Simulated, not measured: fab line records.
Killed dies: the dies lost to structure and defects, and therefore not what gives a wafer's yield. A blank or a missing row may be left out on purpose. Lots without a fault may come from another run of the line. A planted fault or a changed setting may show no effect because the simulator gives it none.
Matching of chambers + flow n5_finfet + N5_BEOL_M0_SAQP_ETCH_101 on rie_diel-03: 4 sister chambers
The step etches SiNx in CH3F/O2, target depth 29.9 nm, time 42.7 s. 16 wafers are shown with their chamber, then 8 later ones without.

== WAFERS WITH THEIR CHAMBER ==
| wafer  | chamber | drypump_motor_current_A (A) | throttle_valve_pct (%) | rf_vpp_V (V) |
|--------|---------|-----------------------------|------------------------|--------------|
| L076.1 | 3       | 5.70                        | 16.51                  | 300          |
| L076.2 | 2       | 6.08                        | 16.44                  | 285          |
| L076.6 | 3       | 5.70                        | 16.53                  | 299          |
| L077.3 | 1       | 5.95                        | 16.28                  | 291          |
| L077.4 | 3       | 5.68                        | 16.51                  | 299          |
| L077.5 | 2       | 6.07                        | 16.44                  | 285          |
| L080.1 | 2       | 6.01                        | 16.46                  | 287          |
| L080.2 | 3       | 5.69                        | 16.53                  | 301          |
| L080.6 | 1       | 5.98                        | 16.29                  | 292          |
| L081.1 | 2       | 6.07                        | 16.48                  | 285          |
| L081.4 | 2       | 6.04                        | 16.46                  | 288          |
| L081.6 | 3       | 5.71                        | 16.53                  | 299          |
| L088.1 | 1       | 5.92                        | 16.32                  | 292          |
| L088.2 | 3       | 5.71                        | 16.57                  | 301          |
| L088.3 | 0       | 6.41                        | 16.10                  | 305          |
| L088.4 | 2       | 6.05                        | 16.49                  | 284          |

SIGNATURES (averages over the wafers above)
| reading                 | chamber 0 | chamber 1 | chamber 2 | chamber 3 | scatter within a chamber |
|-------------------------|-----------|-----------|-----------|-----------|--------------------------|
| drypump_motor_current_A | 6.4100    | 5.9500    | 6.0533    | 5.6983    | 0.022                    |
| throttle_valve_pct      | 16.1000   | 16.2967   | 16.4617   | 16.5300   | 0.0211                   |
| rf_vpp_V                | 305.00    | 291.67    | 285.67    | 299.83    | 1.18                     |
Rule: a wafer's distance from a chamber is the root of the sum, over the readings, of the square of ((its reading less the chamber's mean) divided by the reading's scatter). The wafer belongs to the nearest chamber; if the next one is less than 2 further off, it can't be placed. How the scatter is found: for the shown wafers, subtract from each reading the mean of its chamber, square and add these, divide the total by (wafers less chambers), then take the root.

== WAFERS WITH NO CHAMBER GIVEN ==
| wafer  | drypump_motor_current_A (A) | throttle_valve_pct (%) | rf_vpp_V (V) |
|--------|-----------------------------|------------------------|--------------|
| L088.5 | 6.05                        | 16.49                  | 286          |
| L088.6 | 5.94                        | 16.33                  | 291          |
| L091.4 | 6.40                        | 16.11                  | 305          |
| L091.5 | 6.06                        | 16.49                  | 286          |
| L091.6 | 5.94                        | 16.32                  | 291          |
| L096.3 | 5.95                        | 16.35                  | 290          |
| L096.5 | 6.42                        | 16.13                  | 306          |
| L096.6 | 5.96                        | 16.35                  | 290          |

== WHICH CHAMBER EACH ONE RAN IN ==
| wafer  | from the rows above | in truth |
|--------|---------------------|----------|
| L088.5 | 2                   | 2        |
| L088.6 | 1                   | 1        |
| L091.4 | 0                   | 0        |
| L091.5 | 2                   | 2        |
| L091.6 | 1                   | 1        |
| L096.3 | 1                   | 1        |
| L096.5 | 0                   | 0        |
| L096.6 | 1                   | 1        |
Correct placement for 8 of the 8. Can't be placed from these rows: 0. Placed wrongly: 0.
